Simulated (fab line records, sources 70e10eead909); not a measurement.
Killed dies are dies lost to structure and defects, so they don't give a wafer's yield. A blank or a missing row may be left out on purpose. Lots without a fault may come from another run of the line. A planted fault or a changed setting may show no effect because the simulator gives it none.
fab line records | flow nand_harc
record lots=24 wafers=72 last_day=34
route steps=1302 shown P_GATE@131 P_CONTACT@238 P_M0@264
lots that met no fault: from a run of the same line without faults
start_h: hours from the record's first day to the start of the lot's first wafer shown | wait_h: hours since the lot's step before | " the same as in the row above | L1.1+2: a row that stands for several wafers | - no value, or no start given | * or withheld: withheld | < > ~ a bound
route shown NAME@n: a module of which the file shows steps, and the number in the route of the first | usual: mean/standard deviation of fault-free wafers | same: alike in all rows | chamber/n: place in a boat | sites: the reading at each site | _std_site: their standard deviation | _edge_site: outer sites' mean less inner sites' | radius_mm: how far each site lies from the wafer's centre | mask NAME#n: copy n | behind: the tool/chamber that last shaped the wafer | hold: why the lot was held/for how many hours/how that ended | device: the transistor (n, p or np) that didn't switch | end of line: the same wafers' tests at the end of the route | a step without rows: its recipe alone | killed: dies lost to structure and defects at the first sort, not the wafer's yield | map: a wafer's dies, x killed, . not, _ none there
set.NAME: the setting as run; set.NAME@STEP: as run at that earlier step | model.NAME: the simulator's own value behind a step, which no gauge read
steps of the route over a sample of lots; a table a step, a row a wafer
services: from which hour (start_h, from the record's first day; less than 0 if before it) a tool's chamber was out of use, for how many hours, and why
## steps
# step NHARC_P_GATE_HM_DEP_102
# recipe target_thk_a=1200 temp_c=400 material=aC
# usual throttle_valve_pct=34.999/0.009
# columns lot.wafer tool chamber start_h wait_h throttle_valve_pct
L074.2 acl_dep-01 0 103.18 4.4 35.015
L074.5 " 0 " " 34.983
L074.6 " 0 " " 34.996
L075.3 acl_dep-02 0 103.29 4.5 35.015
L075.4 " 0 " " 34.990
L075.6 " 0 " " 35.008
L076.3 acl_dep-02 0 115.93 0.6 35.001
L076.4 " 0 " " 34.987
L076.6 " 0 " " 35.012
L077.2 acl_dep-02 0 119.95 0.5 35.027
L077.3 " 0 " " 35.002
L077.5 " 0 " " 34.997
L078.1 acl_dep-01 0 130.75 0.4 34.988
L078.4 " 0 " " 34.998
L078.5 " 0 " " 34.992
L079.2 acl_dep-01 0 150.17 2.6 34.982
L079.5 " 0 " " 35.002
L079.6 " 0 " " 35.001
L080.3 acl_dep-03 0 153.26 1.4 34.999
L080.5 " 0 " " 34.989
L080.6 " 0 " " 34.999
L081.2 acl_dep-02 0 164.56 0.6 34.994
L081.3 " 0 " " 34.995
L081.5 " 0 " " 34.992
L082.1 acl_dep-03 0 175.60 0.4 34.986
L082.4 " 0 " " 35.021
L082.6 " 0 " " 34.997
L083.1 acl_dep-02 0 184.94 1.5 35.005
L083.5 " 0 " " 35.011
L083.6 " 0 " " 34.995
L084.1 acl_dep-02 0 194.77 2.5 34.996
L084.3 " 0 " " 34.999
L084.5 " 0 " " 35.011
L085.2 acl_dep-02 0 209.04 2.4 35.004
L085.4 " 0 " " 35.006
L085.6 " 0 " " 35.008
L086.1 acl_dep-01 0 211.75 0.4 34.995
L086.3 " 0 " " 34.992
L086.4 " 0 " " 34.997
L087.2 acl_dep-02 0 225.15 1.5 35.013
L087.4 " 0 " " 35.004
L087.6 " 0 " " 35.002
L088.1 acl_dep-03 0 240.17 0.4 35.006
L088.2 " 0 " " 34.983
L088.5 " 0 " " 35.009
L089.4 acl_dep-01 0 246.53 2.1 35.003
L089.5 " 0 " " 34.999
L089.6 " 0 " " 35.005
L090.1 acl_dep-01 0 259.66 1.9 35.006
L090.4 " 0 " " 35.009
L090.5 " 0 " " 34.987
L091.1 acl_dep-03 0 272.15 0.4 35.003
L091.4 " 0 " " 34.996
L091.5 " 0 " " 35.000
L092.1 acl_dep-03 0 276.64 0.4 35.006
L092.2 " 0 " " 35.009
L092.6 " 0 " " 34.994
L093.2 acl_dep-02 0 281.23 0.5 35.005
L093.3 " 0 " " 35.000
L093.6 " 0 " " 35.012
L094.4 acl_dep-02 0 304.03 6.2 34.993
L094.5 " 0 " " 34.996
L094.6 " 0 " " 35.000
L095.2 acl_dep-02 0 308.68 6.4 34.981
L095.3 " 0 " " 35.001
L095.6 " 0 " " 34.998
L096.3 acl_dep-03 0 318.46 2.6 34.987
L096.4 " 0 " " 35.002
L096.5 " 0 " " 34.998
L097.3 acl_dep-03 0 332.26 1.0 34.985
L097.4 " 0 " " 34.994
L097.6 " 0 " " 34.989
# step NHARC_P_GATE_ETCH_114
# recipe target_depth_a=300 overetch_a=30 time_s=16.5 ion_energy_ev=100 cf4_flow_sccm=80 o2_flow_sccm=20 ar_flow_sccm=0 rf_w=300 bias_w=100 chemistry=CF4/O2
# usual drypump_motor_current_A=5.6/0.49 o2_flow_sccm=19.99/0.064 oes_product_au=0.999/0.011 rf_vpp_V=198.1/1.3 showerhead_plenum_p_Torr=1.35/0.051 throttle_valve_pct=13.398/0.0089
# columns lot.wafer tool chamber start_h wait_h drypump_motor_current_A o2_flow_sccm oes_product_au rf_hours_counter_h rf_vpp_V showerhead_plenum_p_Torr throttle_valve_pct
L074.2 rie_diel-02 2 - - 5.9 19.86 0.995 3.1 197.2 1.34 13.385
L074.6 " 1 " " 5.3 19.94 0.994 - 196.1 1.30 13.387
L074.5 " 2 " " 5.9 19.90 0.999 - 197.9 1.34 13.398
L075.3 rie_diel-01 1 - - 6.1 20.08 1.000 4.7 199.4 1.39 13.385
L075.4 " 0 " " 6.3 20.09 0.985 - 196.9 1.39 13.393
L075.6 " 1 " " 6.1 20.06 1.008 - 198.1 1.39 13.410
L076.3 rie_diel-02 1 - - 5.3 19.97 0.996 4.3 197.9 1.30 13.391
L076.4 " 2 " " 5.9 19.87 1.002 - 197.3 1.34 13.396
L076.6 " 0 " " 4.9 19.91 1.000 - 197.7 1.38 13.402
L077.3 rie_diel-05 0 - - 5.1 20.06 0.987 4.2 199.2 1.38 13.383
L077.2 " 1 " " 5.8 19.99 1.004 4.0 196.7 1.27 13.384
L077.5 " 3 " " 6.0 20.03 1.016 - 197.4 1.33 13.402
L078.1 rie_diel-01 3 - - 6.1 20.00 0.996 5.2 199.0 1.42 13.392
L078.4 " 0 " " 6.3 19.92 0.988 5.5 199.6 1.39 13.388
L078.5 " 3 " " 6.1 20.04 0.996 - 199.0 1.42 13.390
L079.2 rie_diel-02 2 - - 5.9 19.93 1.001 7.6 197.0 1.34 13.411
L079.5 " 0 " " 4.9 19.99 1.004 - 198.3 1.38 13.401
L079.6 " 1 " " 5.3 19.93 0.997 - 197.1 1.30 13.397
L080.3 rie_diel-02 2 - - 5.9 20.07 1.004 7.7 198.4 1.34 13.393
L080.6 " 0 " " 4.9 19.97 1.001 - 198.7 1.38 13.398
L080.5 " 1 " " 5.3 19.99 0.999 - 198.5 1.30 13.400
L081.2 rie_diel-05 2 - - 5.0 20.04 1.023 4.8 199.2 1.42 13.375
L081.3 " 1 " " 5.8 19.93 1.005 5.8 197.4 1.27 13.407
L081.5 " 2 " " 5.0 19.95 1.017 - 198.0 1.42 13.395
L082.4 rie_diel-01 0 - - 6.3 20.05 1.002 7.7 199.5 1.39 13.418
L082.1 " 1 " " 6.1 20.06 1.020 7.5 198.4 1.39 13.401
L082.6 " 0 " " 6.3 20.00 1.007 - 199.4 1.39 13.403
L083.1 rie_diel-02 2 - - 5.9 19.92 1.002 9.7 197.8 1.34 13.396
L083.6 " 0 " " 4.9 19.92 1.004 - 199.1 1.38 13.409
L083.5 " 2 " " 5.9 19.97 0.995 - 200.8 1.34 13.384
L084.1 rie_diel-02 2 - - 5.9 20.02 1.003 10.0 198.0 1.34 13.402
L084.3 " 0 " " 4.9 20.11 0.998 10.0 198.7 1.38 13.403
L084.5 " 0 " " 4.9 20.10 1.000 - 198.4 1.38 13.399
L085.2 rie_diel-02 0 - - 4.9 19.94 0.993 10.4 198.4 1.38 13.401
L085.4 " 1 " " 5.3 19.96 0.989 - 195.6 1.30 13.410
L085.6 " 0 " " 4.9 19.96 1.006 - 198.5 1.38 13.405
L086.3 rie_diel-01 3 - - 6.1 20.03 0.985 0.1 199.3 1.42 13.391
L086.1 " 0 " " 6.3 20.05 1.013 0.1 199.5 1.39 13.401
L086.4 " 1 " " 6.1 19.95 1.005 0.0 198.0 1.39 13.405
L087.2 rie_diel-02 0 - - 4.9 20.01 1.000 0.1 199.8 1.38 13.401
L087.6 " 1 " " 5.3 20.01 1.002 - 197.3 1.30 13.398
L087.4 " 2 " " 5.9 20.03 0.990 - 196.6 1.34 13.403
L088.2 rie_diel-02 1 - - 5.3 20.12 0.993 0.5 197.5 1.30 13.379
L088.1 " 2 " " 5.9 19.99 0.984 0.5 198.5 1.34 13.410
L088.5 " 0 " " 4.9 20.03 1.001 - 197.8 1.38 13.410
L089.4 rie_diel-01 0 - - 6.2 19.96 0.997 3.0 197.2 1.39 13.413
L089.6 " 1 " " 6.1 20.02 0.998 - 199.9 1.39 13.397
L089.5 " 2 " " 5.4 19.99 0.996 - 196.0 1.26 13.401
L090.4 rie_diel-05 2 - - 5.0 20.01 0.986 1.7 200.2 1.42 13.401
L090.1 " 3 " " 6.0 20.06 1.020 1.6 196.3 1.33 13.396
L090.5 " 0 " " 5.1 19.87 0.983 - 198.4 1.38 13.399
L091.1 rie_diel-01 2 - - 5.4 20.15 0.986 4.3 196.9 1.26 13.405
L091.4 " 2 " " 5.4 20.04 0.990 - 196.7 1.26 13.412
L091.5 " 1 " " 6.1 20.05 0.980 - 199.1 1.39 13.405
L092.2 rie_diel-05 3 - - 6.0 20.00 1.031 2.6 197.1 1.33 13.387
L092.1 " 0 " " 5.1 19.93 0.995 2.8 197.7 1.38 13.406
L092.6 " 2 " " 5.0 20.04 0.987 - 200.1 1.41 13.396
L093.3 rie_diel-01 1 - - 6.1 19.85 0.998 4.3 198.3 1.39 13.404
L093.2 " 3 " " 6.1 19.98 0.995 6.1 200.2 1.42 13.402
L093.6 " 3 " " 6.1 20.02 0.995 - 199.7 1.42 13.398
L094.4 rie_diel-01 2 - - 5.4 19.97 1.002 5.6 196.2 1.26 13.392
L094.6 " 3 " " 6.0 19.89 0.977 - 198.6 1.42 13.397
L094.5 " 0 " " 6.3 20.06 1.004 - 197.7 1.39 13.393
L095.3 rie_diel-01 1 - - 6.0 19.92 1.000 5.7 199.6 1.39 13.401
L095.2 " 2 " " 5.3 19.96 0.998 5.9 195.9 1.26 13.419
L095.6 " 1 " " 6.1 19.93 1.007 - 198.4 1.39 13.405
L096.3 rie_diel-05 3 - - 6.0 19.96 1.019 4.8 196.8 1.33 13.387
L096.5 " 2 " " 5.0 19.94 0.984 - 199.1 1.41 13.403
L096.4 " 3 " " 6.1 19.94 1.029 - 198.7 1.33 13.393
L097.4 rie_diel-05 1 - - 5.8 20.09 1.000 5.8 197.8 1.27 13.403
L097.3 " 3 " " 6.1 20.06 1.015 5.7 196.3 1.33 13.394
L097.6 " 2 " " 5.0 19.91 0.991 - 200.7 1.41 13.415
# step NHARC_P_GATE_STRIP_108
# recipe o2_flow_sccm=500 ar_flow_sccm=0 bias_w=0 chemistry=O2
# usual drypump_motor_current_A=5.6/0.49 o2_flow_sccm=499.9/1.5 oes_product_au=1.002/0.011 rf_vpp_V=57.8/0.77 showerhead_plenum_p_Torr=3.56/0.13 throttle_valve_pct=17.036/0.0087
# columns lot.wafer tool chamber start_h wait_h drypump_motor_current_A o2_flow_sccm oes_product_au rf_hours_counter_h rf_vpp_V showerhead_plenum_p_Torr throttle_valve_pct
L074.2 rie_diel-05 2 105.23 - 5.0 499.7 1.001 2.7 58.7 3.74 17.024
L074.6 " 1 " " 5.8 499.0 1.004 - 57.3 3.36 17.026
L074.5 " 2 " " 5.0 503.3 1.000 - 57.7 3.73 17.030
L075.3 rie_diel-02 2 105.44 - 5.9 498.7 1.022 3.2 58.1 3.55 17.043
L075.4 " 1 " " 5.3 498.8 1.004 3.2 57.9 3.44 17.048
L075.6 " 2 " " 5.9 496.9 1.016 - 56.9 3.55 17.032
L076.3 rie_diel-05 3 117.94 - 6.1 501.0 1.023 4.0 58.2 3.51 17.035
L076.4 " 2 " " 5.0 501.3 0.995 3.7 57.9 3.74 17.024
L076.6 " 0 " " 5.1 501.5 1.007 - 56.8 3.64 17.036
L077.3 rie_diel-01 0 122.06 - 6.3 499.2 0.995 5.1 58.4 3.67 17.010
L077.2 " 3 " " 6.1 500.0 0.992 5.0 56.6 3.74 17.027
L077.5 " 1 " " 6.1 499.8 1.014 - 58.0 3.66 17.025
L078.1 rie_diel-02 1 132.96 - 5.3 499.2 0.998 4.8 58.2 3.44 17.037
L078.5 " 0 " " 4.9 501.5 1.004 - 56.3 3.65 17.033
L078.4 " 1 " " 5.3 499.3 0.997 - 58.1 3.44 17.028
L079.2 rie_diel-05 0 152.26 - 5.1 500.5 0.993 4.6 58.9 3.64 17.031
L079.5 " 1 " " 5.9 497.7 0.988 - 57.5 3.36 17.042
L079.6 " 3 " " 6.0 500.4 1.006 - 58.0 3.51 17.043
L080.3 rie_diel-01 2 155.28 - 5.4 499.8 1.010 4.0 56.4 3.34 17.027
L080.6 " 1 " " 6.1 499.7 1.020 - 57.4 3.66 17.028
L080.5 " 2 " " 5.4 499.1 1.011 - 56.9 3.34 17.030
L081.3 rie_diel-01 0 166.62 - 6.3 495.6 1.003 7.5 57.2 3.67 17.031
L081.2 " 1 " " 6.1 501.2 1.016 7.2 57.3 3.66 17.045
L081.5 " 0 " " 6.3 498.5 0.998 - 57.3 3.67 17.018
L082.1 rie_diel-05 3 177.68 - 6.1 500.5 1.001 7.1 58.2 3.51 17.037
L082.4 " 0 " " 5.1 501.9 0.987 - 58.8 3.63 17.050
L082.6 " 3 " " 6.1 500.4 1.016 - 56.2 3.51 17.026
L083.1 rie_diel-01 0 187.06 - 6.2 498.4 1.011 8.4 59.2 3.67 17.031
L083.6 " 2 " " 5.4 499.3 1.014 - 58.4 3.34 17.037
L083.5 " 3 " " 6.1 500.2 0.981 - 57.8 3.74 17.032
L084.3 rie_diel-02 1 196.98 - 5.3 503.0 0.996 10.1 57.8 3.44 17.041
L084.1 " 0 " " 4.9 501.4 0.982 10.0 57.1 3.64 17.042
L084.5 " 2 " " 5.9 499.8 0.992 - 57.3 3.54 17.050
L085.2 rie_diel-02 0 211.06 - 4.9 503.1 1.003 10.4 56.5 3.64 17.047
L085.6 " 0 " " 4.9 499.6 1.003 - 56.9 3.64 17.024
L085.4 " 2 " " 5.9 500.1 0.990 - 58.2 3.54 17.041
L086.1 rie_diel-05 2 213.79 - 5.0 499.8 1.001 7.4 56.8 3.73 17.041
L086.4 " 3 " " 6.1 501.2 1.005 8.7 58.6 3.51 17.037
L086.3 " 0 " " 5.1 500.9 0.987 9.9 59.4 3.63 17.032
L087.2 rie_diel-02 0 227.17 - 4.9 500.6 1.002 0.1 58.1 3.64 17.041
L087.6 " 1 " " 5.3 501.1 1.003 - 57.2 3.44 17.034
L087.4 " 0 " " 4.9 501.7 1.001 - 58.4 3.64 17.049
L088.2 rie_diel-05 0 242.32 - 5.1 501.5 1.000 0.0 57.1 3.63 17.036
L088.1 " 1 " " 5.8 498.9 1.007 0.0 56.4 3.36 17.031
L088.5 " 0 " " 5.1 499.3 0.995 - 57.5 3.63 17.030
L089.4 rie_diel-05 3 248.35 - 6.1 500.9 1.022 0.4 57.0 3.51 17.035
L089.6 " 3 " " 6.0 500.5 1.019 - 57.5 3.51 17.033
L089.5 " 0 " " 5.1 500.3 1.008 - 57.9 3.63 17.034
L090.1 rie_diel-05 3 261.72 - 6.1 498.0 1.025 1.7 57.0 3.51 17.038
L090.4 " 0 " " 5.1 497.3 1.001 1.5 58.1 3.63 17.033
L090.5 " 1 " " 5.8 499.3 1.006 - 56.8 3.36 17.045
L091.1 rie_diel-01 2 274.39 - 5.4 502.3 1.007 4.3 57.2 3.34 17.029
L091.4 " 2 " " 5.4 500.0 1.000 - 57.7 3.34 17.037
L091.5 " 0 " " 6.3 499.0 1.011 - 58.8 3.66 17.044
L092.2 rie_diel-02 3 278.83 - 4.9 498.4 1.006 1.1 57.1 3.66 17.035
L092.1 " 0 " " 4.9 496.9 0.995 1.7 57.6 3.64 17.044
L092.6 " 2 " " 5.9 499.6 0.997 - 58.0 3.54 17.036
L093.3 rie_diel-01 1 283.38 - 6.1 501.4 0.999 4.3 59.3 3.66 17.031
L093.2 " 3 " " 6.1 499.5 0.980 6.1 58.6 3.74 17.038
L093.6 " 1 " " 6.1 500.3 1.009 - 59.0 3.66 17.055
L094.4 rie_diel-02 3 305.88 - 4.9 499.2 1.025 2.3 58.9 3.66 17.043
L094.5 " 2 " " 5.9 500.2 0.988 - 57.2 3.54 17.036
L094.6 " 3 " " 4.9 500.3 1.017 - 58.4 3.66 17.033
L095.3 rie_diel-02 1 310.62 - 5.3 498.0 1.006 3.8 57.8 3.44 17.036
L095.2 " 2 " " 5.9 500.7 0.991 3.6 57.9 3.54 17.036
L095.6 " 1 " " 5.3 500.3 1.008 - 58.6 3.44 17.021
L096.3 rie_diel-05 3 320.51 - 6.1 498.4 1.023 4.8 56.7 3.51 17.046
L096.5 " 3 " " 6.0 497.4 1.029 - 56.5 3.51 17.039
L096.4 " 1 " " 5.8 501.0 1.001 - 57.6 3.36 17.039
L097.3 rie_diel-02 2 334.21 - 5.9 499.5 0.987 5.3 57.6 3.54 17.029
L097.4 " 1 " " 5.3 502.0 1.004 5.2 56.5 3.43 17.029
L097.6 " 2 " " 5.9 499.1 0.985 - 57.7 3.54 17.032
# step NHARC_P_GATE_STRIP_75
# recipe power_w=1500 temp_c=250 chemistry=O2
# usual drypump_motor_current_A=5.6/0.59 heater_power_w=363/22
# columns lot.wafer tool chamber start_h wait_h drypump_motor_current_A heater_power_w rf_hours_counter_h
L074.2 plasma_asher-02 0 117.09 0.3 5.2 400 5
L074.5 " 0 " " 5.2 391 -
L074.6 " 1 " " 4.8 389 -
L075.3 plasma_asher-01 0 117.50 0.2 6.2 353 -
L075.4 " 1 " " 6.0 372 -
L075.6 " 0 " " 6.3 357 -
L076.3 plasma_asher-02 1 129.92 0.2 4.8 376 -
L076.4 " 0 " " 5.2 406 -
L076.6 " 1 " " 4.8 373 -
L077.2 plasma_asher-01 1 133.91 0.2 6.0 363 30
L077.3 " 0 " " 6.3 341 -
L077.5 " 1 " " 5.9 362 -
L078.1 plasma_asher-01 0 147.11 0.2 6.3 350 32
L078.4 " 1 " " 6.0 364 -
L078.5 " 1 " " 6.0 360 -
L079.2 plasma_asher-01 1 164.31 0.2 5.9 365 35
L079.5 " 1 " " 6.0 368 -
L079.6 " 0 " " 6.3 349 -
L080.3 plasma_asher-02 1 167.33 0.2 4.8 376 -
L080.5 " 1 " " 4.8 381 -
L080.6 " 0 " " 5.2 390 -
L081.2 plasma_asher-01 1 178.57 0.2 5.9 354 1
L081.3 " 1 " " 5.9 348 -
L081.5 " 0 " " 6.3 325 -
L082.1 plasma_asher-01 0 189.61 0.2 6.3 337 3
L082.4 " 0 " " 6.3 331 -
L082.6 " 0 " " 6.3 341 -
L083.1 plasma_asher-01 0 199.21 0.2 6.3 335 5
L083.6 " 1 " " 5.9 361 -
L083.5 " 0 " " 6.3 332 -
L084.1 plasma_asher-01 0 208.95 0.2 6.3 336 8
L084.3 " 1 " " 6.0 361 -
L084.5 " 1 " " 5.9 364 -
L085.2 plasma_asher-02 1 223.05 0.3 4.8 379 27
L085.4 " 0 " " 5.2 393 -
L085.6 " 1 " " 4.8 378 -
L086.1 plasma_asher-01 1 225.77 0.3 6.0 366 12
L086.3 " 1 " " 6.0 360 -
L086.4 " 0 " " 6.3 330 -
L087.2 plasma_asher-02 0 241.25 0.2 5.2 403 32
L087.4 " 0 " " 5.2 385 -
L087.6 " 1 " " 4.7 374 -
L088.1 plasma_asher-01 0 254.35 0.3 6.3 325 17
L088.2 " 1 " " 5.9 359 17
L088.5 " 1 " " 6.0 367 -
L089.4 plasma_asher-02 1 260.60 0.1 4.8 363 -
L089.6 " 0 " " 5.2 386 -
L089.5 " 1 " " 4.8 358 -
L090.1 plasma_asher-02 1 273.65 0.3 4.8 354 3
L090.4 " 0 " " 5.2 399 -
L090.5 " 1 " " 4.8 359 -
L091.1 plasma_asher-01 0 286.32 0.3 6.3 328 24
L091.4 " 0 " " 6.3 331 -
L091.5 " 1 " " 5.9 356 -
L092.2 plasma_asher-02 0 290.70 0.3 5.2 388 6
L092.1 " 1 " " 4.8 362 6
L092.6 " 0 " " 5.2 377 -
L093.2 plasma_asher-01 1 297.56 0.2 6.0 363 28
L093.3 " 1 " " 5.9 354 -
L093.6 " 0 " " 6.2 326 -
L094.4 plasma_asher-02 0 317.93 0.2 5.2 385 -
L094.5 " 0 " " 5.2 392 -
L094.6 " 1 " " 4.8 358 -
L095.2 plasma_asher-02 1 322.45 0.2 4.8 361 14
L095.3 " 1 " " 4.8 348 -
L095.6 " 1 " " 4.8 362 -
L096.3 plasma_asher-01 1 332.71 0.2 5.9 360 -
L096.4 " 0 " " 6.2 326 -
L096.5 " 1 " " 6.0 358 -
L097.3 plasma_asher-02 0 346.20 0.2 5.2 396 -
L097.4 " 1 " " 4.7 352 -
L097.6 " 1 " " 4.7 359 -
# step NHARC_P_CONTACT_ETCH_18
# recipe target_depth_a=4810 time_s=240.5 c4f8_flow_sccm=20 o2_flow_sccm=10 ar_flow_sccm=withheld rf_w=600 bias_w=1500 chemistry=C4F8/O2/Ar
# usual oes_product_au=0.952/0.023 rf_vpp_V=981/5.6
# columns lot.wafer tool chamber start_h wait_h oes_product_au rf_hours_counter_h rf_vpp_V
L074.2 rie_diel-10 3 - - 0.907 1.3 982
L074.6 " 3 " " 0.911 - 983
L074.5 " 0 " " 0.915 - 972
L075.3 rie_diel-12 2 - - 0.936 1.7 977
L075.4 " 3 " " 0.958 - 975
L075.6 " 1 " " 0.939 - 985
L076.3 rie_diel-11 3 - - 0.929 1.3 988
L076.6 " 2 " " 0.932 - 986
L076.4 " 3 " " 0.922 - 986
L077.2 rie_diel-10 1 - - 0.969 2.0 984
L077.3 " 3 " " 0.943 1.8 982
L077.5 " 0 " " 0.973 - 974
L078.4 rie_diel-10 0 - - 0.922 2.8 973
L078.1 " 1 " " 0.919 2.6 983
L078.5 " 3 " " 0.923 - 981
L079.2 rie_diel-11 0 - - 0.968 2.5 988
L079.6 " 0 " " 0.960 - 987
L079.5 " 3 " " 0.966 - 986
L080.3 rie_diel-10 3 - - 0.926 3.1 982
L080.6 " 0 " " 0.941 - 973
L080.5 " 1 " " 0.926 - 983
L081.2 rie_diel-11 0 186.77 0.4 0.922 3.3 987
L081.3 " 0 " " 0.925 - 989
L081.5 " 0 " " 0.922 - 987
L082.1 rie_diel-11 2 - - 0.955 3.1 987
L082.6 " 3 " " 0.967 - 988
L082.4 " 0 " " 0.958 - 988
L083.1 rie_diel-11 0 - - 0.959 4.6 986
L083.5 " 0 " " 0.967 - 987
L083.6 " 2 " " 0.970 - 986
L084.3 rie_diel-12 0 - - 0.959 5.4 972
L084.1 " 1 " " 0.939 6.7 983
L084.5 " 3 " " 0.991 - 974
L085.4 rie_diel-12 3 - - 0.972 7.5 974
L085.2 " 1 " " 0.983 8.8 984
L085.6 " 0 " " 0.965 - 971
L086.1 rie_diel-11 2 - - 0.970 4.3 987
L086.4 " 0 " " 0.979 5.5 986
L086.3 " 1 " " 0.973 1.6 979
L087.2 rie_diel-11 3 - - 0.968 5.8 986
L087.4 " 1 " " 0.956 2.2 978
L087.6 " 2 " " 0.953 - 986
L088.2 rie_diel-10 1 - - 0.970 0.4 985
L088.1 " 2 " " 0.964 0.3 981
L088.5 " 0 " " 0.990 - 974
L089.4 rie_diel-10 0 268.48 - 1.000 0.6 974
L089.5 " 2 " " 0.987 - 980
L089.6 " 3 " " 0.983 - 982
L090.4 rie_diel-11 0 - - 0.987 0.1 989
L090.1 " 1 " " 0.970 0.5 980
L090.5 " 2 " " 0.940 - 986
L091.4 rie_diel-12 2 - - 0.945 0.8 981
L091.1 " 0 " " 0.994 1.3 970
L091.5 " 3 " " 0.968 - 974
L092.1 rie_diel-11 3 - - 0.970 1.2 989
L092.2 " 1 " " 0.956 0.9 979
L092.6 " 2 " " 0.957 - 987
L093.3 rie_diel-10 2 - - 0.924 1.4 980
L093.2 " 3 " " 0.930 1.5 982
L093.6 " 2 " " 0.931 - 980
L094.4 rie_diel-10 0 - - 0.939 2.2 972
L094.5 " 0 " " 0.937 - 973
L094.6 " 1 " " 0.921 - 985
L095.3 rie_diel-12 0 - - 0.983 2.7 973
L095.2 " 1 " " 0.940 2.7 984
L095.6 " 2 " " 0.952 - 980
L096.3 rie_diel-12 3 - - 0.951 3.8 974
L096.5 " 2 " " 0.948 - 980
L096.4 " 3 " " 0.958 - 973
L097.4 rie_diel-12 0 - - 0.943 4.7 971
L097.3 " 2 " " 0.933 4.7 981
L097.6 " 1 " " 0.918 - 984
# step NHARC_P_M0_OVL_MEAS_10
# recipe pitch_nm=180
# usual overlay_x_nm=-0.3/0.86 overlay_y_nm=-0.2/0.87
# columns lot.wafer tool chamber start_h wait_h overlay_x_nm overlay_y_nm
L074.2 overlay-02 - 129.15 - 0.1 -0.2
L074.5 " - " " 0.6 0.3
L074.6 " - " " 0.0 0.1
L075.3 overlay-01 - 129.57 - 0.1 -0.9
L075.4 " - " " -0.6 -1.2
L075.6 " - " " 0.0 -0.9
L076.3 overlay-01 - 141.64 - -0.2 -0.3
L076.4 " - " " 0.4 0.0
L076.6 " - " " -0.5 -0.5
L077.2 overlay-02 - 145.21 - -1.0 0.7
L077.3 " - " " -1.0 0.6
L077.5 " - " " -1.0 0.1
L078.1 overlay-02 - 158.67 - -1.6 -0.3
L078.4 " - " " -1.1 0.0
L078.5 " - " " -1.3 0.2
L079.2 overlay-01 - 176.85 - -1.0 1.4
L079.5 " - " " -0.5 1.3
L079.6 " - " " 0.0 1.1
L080.3 overlay-02 - 178.76 - -0.4 0.2
L080.5 " - " " -0.3 -0.1
L080.6 " - " " -0.5 0.3
L081.2 overlay-02 - 190.42 - -0.4 0.0
L081.3 " - " " -0.5 -0.5
L081.5 " - " " -0.3 -0.5
L082.1 overlay-01 - 201.23 - -2.2 -0.2
L082.4 " - " " -1.6 -0.2
L082.6 " - " " -2.1 0.4
L083.1 overlay-01 - 211.30 - 0.8 -0.6
L083.5 " - " " 1.0 -0.5
L083.6 " - " " 0.8 -1.2
L084.1 overlay-02 - 220.36 - 0.6 -0.9
L084.3 " - " " 0.0 -1.3
L084.5 " - " " -0.3 -1.0
L085.2 overlay-01 - 234.79 - 0.5 -1.9
L085.4 " - " " 0.6 -2.2
L085.6 " - " " 0.3 -2.3
L086.1 overlay-02 - 237.70 - -0.2 -1.2
L086.3 " - " " 0.0 -1.7
L086.4 " - " " -0.3 -1.6
L087.2 overlay-01 - 252.69 - -1.3 0.5
L087.4 " - " " -1.3 0.3
L087.6 " - " " -1.6 0.4
L088.1 overlay-01 - 265.91 - 0.2 -0.6
L088.2 " - " " -0.4 0.0
L088.5 " - " " 0.0 0.1
L089.4 overlay-02 - 272.09 - -0.5 0.6
L089.5 " - " " -1.3 0.6
L089.6 " - " " -0.7 0.8
L090.1 overlay-02 - 285.33 - -0.8 -0.8
L090.4 " - " " -0.5 -0.7
L090.5 " - " " -0.2 -0.9
L091.1 overlay-01 - 297.82 - 0.4 1.1
L091.4 " - " " 0.5 1.0
L091.5 " - " " 0.8 1.0
L092.1 overlay-02 - 302.26 - -1.7 0.6
L092.2 " - " " -1.3 1.1
L092.6 " - " " -1.6 1.0
L093.2 overlay-02 - 309.26 - 0.7 -0.3
L093.3 " - " " 1.0 -0.4
L093.6 " - " " 0.2 -1.0
L094.4 overlay-01 - 329.51 - 0.3 -0.8
L094.5 " - " " -0.4 -0.1
L094.6 " - " " -0.6 -0.6
L095.2 overlay-02 - 334.01 - 0.6 0.6
L095.3 " - " " 0.3 0.3
L095.6 " - " " 0.1 1.2
L096.3 overlay-01 - 344.37 - -0.5 0.2
L096.4 " - " " -0.7 0.0
L096.5 " - " " -1.7 0.7
L097.3 overlay-02 - 357.76 - 1.2 -0.9
L097.4 " - " " 1.5 -1.2
L097.6 " - " " 1.4 -0.7
## services
# columns tool chamber start_h hours kind
rie_diel-02 1 108.52 3.1 repair
rie_diel-02 3 108.61 132.0 repair
rie_diel-05 1 127.70 9.0 repair
rie_diel-11 1 132.26 13.9 repair
rie_diel-11 1 147.33 69.9 repair
rie_diel-05 2 150.77 6.3 repair
plasma_asher-01 - 165.29 9.0 pm
rie_diel-05 2 175.66 4.2 repair
plasma_asher-02 - 196.34 7.1 repair
rie_diel-01 - 203.88 9.0 pm
rie_diel-02 - 216.70 9.0 pm
rie_diel-05 - 217.84 0.8 repair
rie_diel-05 - 229.60 9.0 pm
plasma_asher-01 - 238.06 6.0 repair
acl_dep-02 - 244.24 13.0 pm
plasma_asher-02 - 249.28 1.9 repair
plasma_asher-02 - 251.22 9.0 pm
rie_diel-02 0 251.31 2.9 repair
rie_diel-01 3 269.51 12.3 repair
rie_diel-02 1 274.13 2.5 repair
rie_diel-01 2 275.44 16.7 repair
acl_dep-02 - 310.91 2.0 repair
rie_diel-05 0 316.02 13.5 repair
plasma_asher-01 - 342.29 9.0 pm
## key
fault none
